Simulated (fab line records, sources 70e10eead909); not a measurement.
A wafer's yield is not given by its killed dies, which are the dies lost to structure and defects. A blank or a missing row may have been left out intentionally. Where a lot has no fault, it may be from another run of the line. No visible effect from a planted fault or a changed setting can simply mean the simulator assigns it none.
Comparing a struck lot with a sound one -- flow nand-harc -- 15 out of 1302 route steps
Sound: wafers L553.2, L553.4, L553.5. Struck: wafers L546.1, L546.5 (left out: L546.2, a lot-mate that was not struck); the cause follows at the end.
Per side, at each step with rows, come the tool, then ch with its chambers, and then its first start. Under that, the readings that differ: sound wafers -- struck wafers -- difference of the means -- sigmas: that difference in standard deviations of wafers without a fault.
alike: readings whose means differ by less than 2 such deviations, and words and numbers that are the same on both sides. not compared: withheld readings, readings that some wafer has no value for, bounds like >300 that may hide the same value, and numbers for which the record gives no deviation and whose values overlap.
Wherever a step has rows on one side only, a row that says differs or no value, or a row with sigmas, the two part there. Numbers that have no deviation but don't overlap get no sigmas and don't part them. A reading missing from all wafers of one side parts the sides only when that side holds two or more wafers.

first, 1 step without rows for these wafers: NHARC_A_CONTACT_ETCH_118 (etches the open film in C4F8/O2/Ar, time 190 s, target depth 1850 nm).
NHARC_A_CONTACT_ETCH_119: etches the open film in C4F8/O2/Ar, time 190 s, target depth 1850 nm.
  sound on har-cap-etch-01 ch 0,1, day 28 17:07; struck on har-cap-etch-02 ch 1, day 25 12:47
  not compared: rf-hours-counter-h
NHARC_A_CONTACT_ETCH_120: etches the open film in C4F8/O2/Ar, time 190 s, target depth 1850 nm.
  sound on har-cap-etch-01 ch 0,1, day 28 17:20; struck on har-cap-etch-02 ch 1, day 25 12:57
  not compared: rf-hours-counter-h
then, 1 step without rows for these wafers: NHARC_A_CONTACT_ETCH_121 (etches the open film in C4F8/O2/Ar, time 190 s, target depth 1850 nm).
NHARC_A_CONTACT_ETCH_122: etches the open film in C4F8/O2/Ar, time 190 s, target depth 1850 nm.
  sound on har-cap-etch-01 ch 0,1, day 28 17:47; struck on har-cap-etch-02 ch 1, day 25 13:17
  not compared: rf-hours-counter-h
then, 2 steps without rows for these wafers: NHARC_A_CONTACT_ETCH_123 (etches the open film in C4F8/O2/Ar, time 490 s, target depth 2110 nm); NHARC_A_CONTACT_ETCH_90 (etches the open film in CH3F/O2, target depth 40 nm, time 85.7 s).
NHARC_A_CONTACT_ETCH_96: etches the open film in C4F6/O2, target depth 20 nm, time 10 s.
  sound: rie-diel-04 ch 0,2,3; struck: rie-diel-03 ch 0,1
  alike: drypump-motor-current-A, oes-product-au, rf-vpp-V, showerhead-plenum-p-Torr, throttle-valve-pct
  not compared: rf-hours-counter-h
NHARC_A_CONTACT_CD_MEAS_53:
  sound: cd-sem-03 at day 28 19:22; struck: cd-sem-03 at day 25 14:40
  alike: cd-nm
then, 3 steps without rows for these wafers: NHARC_A_CONTACT_STRIP_99 (strips in N2/H2); NHARC_A_CONTACT_STRIP_100 (strips in CF4/CHF3); NHARC_A_CONTACT_STRIP_101 (strips in O2/COS).
NHARC_A_CONTACT_ETCH_102: etches the open film in CF4/O2, target depth 100 nm, overetch 10 nm, time 55 s.
  sound on rie-diel-11 ch 1,3, day 28 19:39; struck on rie-diel-03 ch 1,3, day 25 14:58
reading,sound,struck,difference,sigmas
oes-product-au (a.u.),1.006 1.007 1.007,0.942 0.935,-0.068,-9
  alike: drypump-motor-current-A, rf-vpp-V, showerhead-plenum-p-Torr, throttle-valve-pct
  not compared: rf-hours-counter-h
NHARC_A_CONTACT_STRIP_55: strips in O2.
  sound: rie-diel-11 ch 0,1; struck: rie-diel-03 ch 2
reading,sound,struck,difference,sigmas
oes-product-au (a.u.),1.005 0.996 0.992,1.021 1.027,+0.026,+4
  alike: drypump-motor-current-A, rf-vpp-V, showerhead-plenum-p-Torr, throttle-valve-pct
  not compared: rf-hours-counter-h
-- record jumps: 3 days between struck wafers' starts before vs after; left off in module A_CONTACT, resumes in module END, first step shown is number 1302 of the route --
NHARC_END_SORT_01:
  sound on prober-01 ch 0, day 31 13:02; struck on prober-01 ch 0, day 29 00:11
reading,sound,struck,difference,sigmas
killed-at-array,89 75 62,506 546,+451,+28
killed-dies,97 83 70,512 552,+449,+28
killed-short,0 0 0,5 3,+4,+3
  alike: killed-at-other, killed-at-periphery, killed-open

## WHERE THEY PART
Last at NHARC_END_SORT_01 as far as this record goes, first at NHARC_A_CONTACT_ETCH_102.

WHY: whatever the simulator had introduced
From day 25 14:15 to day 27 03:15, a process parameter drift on rie-diel-03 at NHARC_A_CONTACT_ETCH_102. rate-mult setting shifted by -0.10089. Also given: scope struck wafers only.
